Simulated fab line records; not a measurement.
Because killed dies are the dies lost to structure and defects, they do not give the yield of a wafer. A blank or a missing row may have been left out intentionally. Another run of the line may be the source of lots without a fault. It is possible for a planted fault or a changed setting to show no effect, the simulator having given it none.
Which tool is to blame?	flow n5-finfet	Sampling: 9 lots, 27 wafers, 5 of 1938 route steps

## WHAT THE GAUGES READ, wafer by wafer
N5_BEOL_M2_THK_MEAS_53: measures by xrf.
lot	measured	on	M2_THK (nm)
L175	day 6 21:31	film-metro-02	41.0 44.2 39.4
L181	day 8 13:14	film-metro-01	39.3 39.8 39.4
L182	day 8 18:07	film-metro-02	144.1 39.2 143.2
L183	day 8 19:32	film-metro-01	41.8 37.4 40.7
L187	day 9 20:18	film-metro-02	40.4 40.8 144.7
L188	day 10 03:07	film-metro-01	38.4 43.0 41.1
L195	day 12 07:25	film-metro-01	38.3 42.9 38.6
L197	day 13 05:31	film-metro-01	45.3 37.9 42.0
L198	day 13 07:24	film-metro-02	41.8 39.2 43.4

## WHICH TOOL RAN EACH LOT (tool, then ch and the chambers of the sampled wafers, then the start)
lot	N5_BEOL_M2_ANNEAL_91	N5_BEOL_M2_SPUTTER_92	N5_BEOL_M2_SPUTTER_96	N5_BEOL_M2_CMP_52
L175	pvd-sputter-01, day 6 20:08	pvd-sputter-01, day 6 20:17	pvd-sputter-01, day 6 20:43	cmp-01 ch 0,3, day 6 21:15
L181	pvd-sputter-03, day 8 11:49	pvd-sputter-03, day 8 11:57	pvd-sputter-03, day 8 12:23	cmp-01 ch 0,1,2, day 8 12:59
L182	pvd-sputter-01, day 8 16:44	pvd-sputter-01, day 8 16:53	pvd-sputter-01, day 8 17:19	cmp-01 ch 0,1,3, day 8 17:50
L183	pvd-sputter-02, day 8 17:54	pvd-sputter-02, day 8 18:02	pvd-sputter-02, day 8 18:29	cmp-03 ch 0,2,3, day 8 19:14
L187	pvd-sputter-02, day 9 18:56	pvd-sputter-02, day 9 19:04	pvd-sputter-02, day 9 19:31	cmp-01 ch 0,2, day 9 20:02
L188	pvd-sputter-01, day 10 01:45	pvd-sputter-01, day 10 01:53	pvd-sputter-01, day 10 02:20	cmp-03 ch 0,2,3, day 10 02:52
L195	pvd-sputter-01, day 12 06:02	pvd-sputter-01, day 12 06:11	pvd-sputter-01, day 12 06:37	cmp-03 ch 1,2,3, day 12 07:11
L197	pvd-sputter-01, day 13 03:49	pvd-sputter-01, day 13 03:57	pvd-sputter-01, day 13 04:23	cmp-04 ch 0,2,3, day 13 05:15
L198	pvd-sputter-02, day 13 06:02	pvd-sputter-02, day 13 06:10	pvd-sputter-02, day 13 06:37	cmp-01 ch 0,1,3, day 13 07:13
- N5_BEOL_M2_ANNEAL_91: time 240 s.
- N5_BEOL_M2_SPUTTER_92: material Cu, target thk 4.5 nm, time 8.29 s.
- N5_BEOL_M2_SPUTTER_96: material Cu, target thk 4.5 nm, time 8.29 s.
- N5_BEOL_M2_CMP_52: polishes, stops on SiOC, t overpolish 6.8 s, target thk 40 nm.

## THE ANSWER, worked out from the rows above alone
Rule: usual is defined by the lots themselves. The widest of any qualifying gaps counts: lots, ordered by their means at a reading, are off when they make up no more than a third of the lots, leave a main group of 4 or more, and stand apart from it by 3 or more times the standard deviation of that group's means. A main group whose means are all the same, to the digits that the tables above print for the reading, isn't used. A lot without any number at a reading at which 4 lots or more have one is off too. Any other lot the step has rows for is counted as sound.
Off: at N5_BEOL_M2_THK_MEAS_53 (M2_THK), L182, L187. The main group: mean 40.7 nm, standard deviation 0.84.
A tool fits if, at a process step before that reading, it ran every lot that is off, and no sound lot after the first of them. Gauges at N5_BEOL_M2_THK_MEAS_53: tried the same way as those tools. None of those tried fits.

## WHAT THE SIMULATOR HAD PUT IN
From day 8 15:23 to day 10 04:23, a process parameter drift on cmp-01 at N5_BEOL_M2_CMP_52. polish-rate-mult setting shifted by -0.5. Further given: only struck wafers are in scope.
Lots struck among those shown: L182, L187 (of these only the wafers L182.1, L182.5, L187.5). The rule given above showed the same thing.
